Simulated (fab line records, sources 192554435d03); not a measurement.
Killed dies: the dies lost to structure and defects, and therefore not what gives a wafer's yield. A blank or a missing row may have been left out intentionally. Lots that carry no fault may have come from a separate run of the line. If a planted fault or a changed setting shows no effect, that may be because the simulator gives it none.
Matching of chambers    flow n5 finfet    rie diel-03 running N5_BEOL_M11_ETCH_61: 4 sister chambers
The step etches SiARC in CF4, target depth 39 nm, time 65 s. 4 wafers are shown with their chamber, then 7 later ones without.

== WAFERS PAIRED WITH THEIR CHAMBERS ==
wafer   chamber  showerhead plenum p Torr (Torr)
L080.1  3        2.11
L080.6  0        2.11
L084.1  2        2.13
L084.2  1        1.97

== WAFERS WHOSE CHAMBER IS MISSING ==
wafer   showerhead plenum p Torr (Torr)
L084.5  2.11
L083.1  2.11
L083.3  2.10
L083.5  2.13
L091.3  1.97
L091.4  2.12
L091.5  1.97

== EACH ONE'S CHAMBER ==
wafer   from the rows above           in truth
L084.5  can't be placed: 0 or 3       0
L083.1  can't be placed: 0 or 3       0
L083.3  can't be placed: 0 or 3       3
L083.5  2                             2
L091.3  1                             1
L091.4  can't be placed: 2 or 0 or 3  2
L091.5  1                             1
Correctly placed: 3 of 7. Cannot be placed on the basis of these rows: 4; the candidates contain the true chamber in 4. Wrongly placed: 0.
How it was worked out, from the rows above alone: a wafer's distance from a chamber is the root of the sum, over the readings, of the square of ((its reading less the chamber's mean) divided by the reading's scatter). If the next closest chamber is less than 2 further off than the closest, the wafer can't be placed; otherwise it belongs to the closest. A chamber's mean is the mean of its shown wafers. The scatter (one wafer shown for each chamber): square how far every hidden wafer sits from the nearest shown wafer, average those squares and take the square root.
